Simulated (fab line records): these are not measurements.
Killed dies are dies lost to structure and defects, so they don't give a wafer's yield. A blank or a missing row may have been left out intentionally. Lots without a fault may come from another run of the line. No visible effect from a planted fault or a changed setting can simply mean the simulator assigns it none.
Check for tools in common	flow nand harc	9 wafers sampled across 3 lots

== WHY IT WAS OPENED ==
Flagged at NHARC_END_SORT_01: reading killed at array, on 3 of 3 lots. Wafers without a fault read 57, standard deviation 18.
Rule: flag the lot when none of its wafers has a number, or when each of its wafers that has one lies beyond 4 standard deviations from that mean. As for the other lots, they are considered sound.

lot	measured	on	killed at array, wafer by wafer	flag
L651	day 29 20:34	prober-01	672 672 674	FLAGGED
L653	day 30 11:17	prober-02	670 674 668	FLAGGED
L652	day 30 19:10	prober-02	674 673 673	FLAGGED
On average the flagged lots' numbers are 672, which is +615 against the usual, or +34 standard deviations.

== WHICH TOOL EACH LOT WENT THROUGH ==
The record holds 2 process steps before the reading, out of a route of 1302 steps. Each cell gives the tool, then ch followed by the chambers the sampled wafers passed through, then the start.
lot	flag	NHARC_A_ZERO_WELL_ETCH_19	NHARC_A_ONON_D1_DEP_03
L651	FLAGGED	rie diel-01 ch 1,2,3, day 12 06:41	pecvd onon-03, day 13 04:31
L653	FLAGGED	rie diel-04 ch 0,3, day 13 03:34	pecvd onon-01, day 14 02:27
L652	FLAGGED	rie diel-04 ch 0,2,3, day 13 02:23	pecvd onon-03, day 14 02:23
What the steps here do:
- NHARC_A_ZERO_WELL_ETCH_19: etches the open film in N2/H2, target depth 80 nm, overetch 24 nm, time 87.88 s.
- NHARC_A_ONON_D1_DEP_03: target thk 1000 nm.
- NHARC_END_SORT_01

== FLAGGED AGAINST TOTAL, ONE TOOL AT A TIME (gauges that did the reading follow at the end) ==
step	tool	lots run	flagged	share of the flagged lots	sound lots run after its first flagged lot
NHARC_A_ZERO_WELL_ETCH_19	rie diel-01	1	1	some	0
NHARC_A_ZERO_WELL_ETCH_19	rie diel-04	2	2	some	0
NHARC_A_ONON_D1_DEP_03	pecvd onon-01	1	1	some	0
NHARC_A_ONON_D1_DEP_03	pecvd onon-03	2	2	some	0
NHARC_END_SORT_01	prober-01	1	1	some	0
NHARC_END_SORT_01	prober-02	2	2	some	0

== WHAT THE TABLE ALLOWS ==
No row of the table ran every flagged lot.

== WHAT WAS PUT IN BY THE SIMULATOR ==
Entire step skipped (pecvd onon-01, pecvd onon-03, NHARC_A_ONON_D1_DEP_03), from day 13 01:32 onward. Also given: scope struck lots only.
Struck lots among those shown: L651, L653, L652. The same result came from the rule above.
